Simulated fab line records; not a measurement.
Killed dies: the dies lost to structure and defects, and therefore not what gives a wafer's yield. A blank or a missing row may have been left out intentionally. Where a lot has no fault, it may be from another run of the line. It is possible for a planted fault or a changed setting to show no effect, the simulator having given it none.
Which tool was responsible? || flow n5-finfet || Sampling: 11 lots, 33 wafers, 5 of 1938 route steps

== WHAT THE GAUGES SHOWED, per wafer ==
N5_BEOL_M3_THK_MEAS_53: measures by xrf.
{"lot": "L075", "measured": "day 8 19:32", "on": "film-metro-01", "M3_THK (nm)": "39.5 38.6 41.1"}
{"lot": "L079", "measured": "day 9 00:09", "on": "film-metro-01", "M3_THK (nm)": "41.7 39.9 40.5"}
{"lot": "L077", "measured": "day 9 01:51", "on": "film-metro-01", "M3_THK (nm)": "37.2 37.7 39.4"}
{"lot": "L080", "measured": "day 9 08:50", "on": "film-metro-01", "M3_THK (nm)": "38.8 37.8 41.5"}
{"lot": "L082", "measured": "day 10 17:48", "on": "film-metro-01", "M3_THK (nm)": "37.7 38.0 39.8"}
{"lot": "L086", "measured": "day 11 01:46", "on": "film-metro-01", "M3_THK (nm)": "38.8 38.4 41.0"}
{"lot": "L087", "measured": "day 11 15:24", "on": "film-metro-02", "M3_THK (nm)": "40.2 40.1 40.6"}
{"lot": "L089", "measured": "day 12 17:49", "on": "film-metro-02", "M3_THK (nm)": "39.3 34.7 35.7"}
{"lot": "L092", "measured": "day 12 19:54", "on": "film-metro-02", "M3_THK (nm)": "39.6 41.7 39.3"}
{"lot": "L094", "measured": "day 13 05:40", "on": "film-metro-02", "M3_THK (nm)": "41.2 38.5 42.0"}
{"lot": "L096", "measured": "day 13 12:33", "on": "film-metro-01", "M3_THK (nm)": "39.2 38.2 42.2"}

== WHAT TOOL EACH LOT RAN ON (gives the tool, then ch and the chambers of the sampled wafers, and finally the start) ==
{"lot": "L075", "N5_BEOL_M3_ETCH_63": "rie-diel-04 ch 1,2,3, day 8 05:22", "N5_BEOL_M3_DESCUM_33": "rie-diel-01 ch 1,3, day 8 06:19", "N5_BEOL_M3_TRENCH_ETCH_37": "rie-diel-04 ch 1,2, day 8 14:38 or earlier", "N5_BEOL_M3_DEGAS_44": "pvd-sputter-03, day 8 14:38"}
{"lot": "L079", "N5_BEOL_M3_ETCH_63": "rie-diel-04 ch 0,1,3, day 8 09:53", "N5_BEOL_M3_DESCUM_33": "rie-diel-03 ch 0,2,3, day 8 11:09", "N5_BEOL_M3_TRENCH_ETCH_37": "rie-diel-03 ch 0,1,2, day 8 20:14 or earlier", "N5_BEOL_M3_DEGAS_44": "pvd-sputter-01, day 8 20:14"}
{"lot": "L077", "N5_BEOL_M3_ETCH_63": "rie-diel-01 ch 2,3, day 8 11:08", "N5_BEOL_M3_DESCUM_33": "rie-diel-01 ch 2,3, day 8 11:58", "N5_BEOL_M3_TRENCH_ETCH_37": "rie-diel-01 ch 0,1,2, day 8 22:34 or earlier", "N5_BEOL_M3_DEGAS_44": "pvd-sputter-02, day 8 22:34"}
{"lot": "L080", "N5_BEOL_M3_ETCH_63": "rie-diel-01 ch 1,2,3, day 8 18:06", "N5_BEOL_M3_DESCUM_33": "rie-diel-04 ch 0,1,3, day 8 19:03", "N5_BEOL_M3_TRENCH_ETCH_37": "rie-diel-01 ch 1,2,3, day 9 05:35 or earlier", "N5_BEOL_M3_DEGAS_44": "pvd-sputter-03, day 9 05:35"}
{"lot": "L082", "N5_BEOL_M3_ETCH_63": "rie-diel-04 ch 0,1,3, day 9 11:34", "N5_BEOL_M3_DESCUM_33": "rie-diel-04 ch 0,2,3, day 9 12:31", "N5_BEOL_M3_TRENCH_ETCH_37": "rie-diel-04 ch 0,2,3, day 10 14:33 or earlier", "N5_BEOL_M3_DEGAS_44": "pvd-sputter-03, day 10 14:33"}
{"lot": "L086", "N5_BEOL_M3_ETCH_63": "rie-diel-03 ch 0,2,3, day 10 14:43", "N5_BEOL_M3_DESCUM_33": "rie-diel-04 ch 0,1,2, day 10 15:56", "N5_BEOL_M3_TRENCH_ETCH_37": "rie-diel-03 ch 0,1,3, day 10 22:22 or earlier", "N5_BEOL_M3_DEGAS_44": "pvd-sputter-01, day 10 22:22"}
{"lot": "L087", "N5_BEOL_M3_ETCH_63": "rie-diel-01 ch 0,2, day 11 05:25", "N5_BEOL_M3_DESCUM_33": "rie-diel-01 ch 0,1, day 11 07:18", "N5_BEOL_M3_TRENCH_ETCH_37": "rie-diel-01 ch 1,2, day 11 11:52 or earlier", "N5_BEOL_M3_DEGAS_44": "pvd-sputter-03, day 11 11:52"}
{"lot": "L089", "N5_BEOL_M3_ETCH_63": "rie-diel-04 ch 0,2,3, day 11 13:30", "N5_BEOL_M3_DESCUM_33": "rie-diel-01 ch 0,1, day 11 15:09", "N5_BEOL_M3_TRENCH_ETCH_37": "rie-diel-01 ch 0,3, day 12 14:24 or earlier", "N5_BEOL_M3_DEGAS_44": "pvd-sputter-03, day 12 14:24"}
{"lot": "L092", "N5_BEOL_M3_ETCH_63": "rie-diel-01 ch 2,3, day 12 02:02", "N5_BEOL_M3_DESCUM_33": "rie-diel-04 ch 0,3, day 12 02:59", "N5_BEOL_M3_TRENCH_ETCH_37": "rie-diel-01 ch 1,2, day 12 14:41 or earlier", "N5_BEOL_M3_DEGAS_44": "pvd-sputter-01, day 12 14:41"}
{"lot": "L094", "N5_BEOL_M3_ETCH_63": "rie-diel-04 ch 0,2,3, day 12 08:08", "N5_BEOL_M3_DESCUM_33": "rie-diel-01 ch 0,2, day 12 08:57", "N5_BEOL_M3_TRENCH_ETCH_37": "rie-diel-04 ch 0,1,2, day 13 01:53 or earlier", "N5_BEOL_M3_DEGAS_44": "pvd-sputter-02, day 13 01:53"}
{"lot": "L096", "N5_BEOL_M3_ETCH_63": "rie-diel-04 ch 0,1, day 13 05:49", "N5_BEOL_M3_DESCUM_33": "rie-diel-03 ch 1,2, day 13 06:46", "N5_BEOL_M3_TRENCH_ETCH_37": "rie-diel-01 ch 0,1,2, day 13 08:38 or earlier", "N5_BEOL_M3_DEGAS_44": "pvd-sputter-03, day 13 08:38"}
- N5_BEOL_M3_ETCH_63: etches SiARC in CF4, target depth 15.6 nm, time 26 s.
- N5_BEOL_M3_DESCUM_33: chemistry O2, time 7 s.
- N5_BEOL_M3_TRENCH_ETCH_37: etches SiOC in C4F6/O2, target depth 55.555 nm, time 29.2 s.
- N5_BEOL_M3_DEGAS_44: time 60 s.

== THE ANSWER, worked out from the rows above alone ==
Rule: usual is defined by the lots themselves. The widest of any qualifying gaps counts: lots, ordered by their means at a reading, are off when they make up no more than a third of the lots, leave a main group of 4 or more, and stand apart from it by 3 or more times the standard deviation of that group's means. If all means in a main group match to the digits the tables above print for the reading, that group is not used. A lot without any number at a reading at which 4 lots or more have one is off too. Where the step has rows for the other lots, those lots are counted as sound.
Nothing can be told from this: no lot is off at any reading shown.

== WHAT THE SIMULATOR HAD INSERTED ==
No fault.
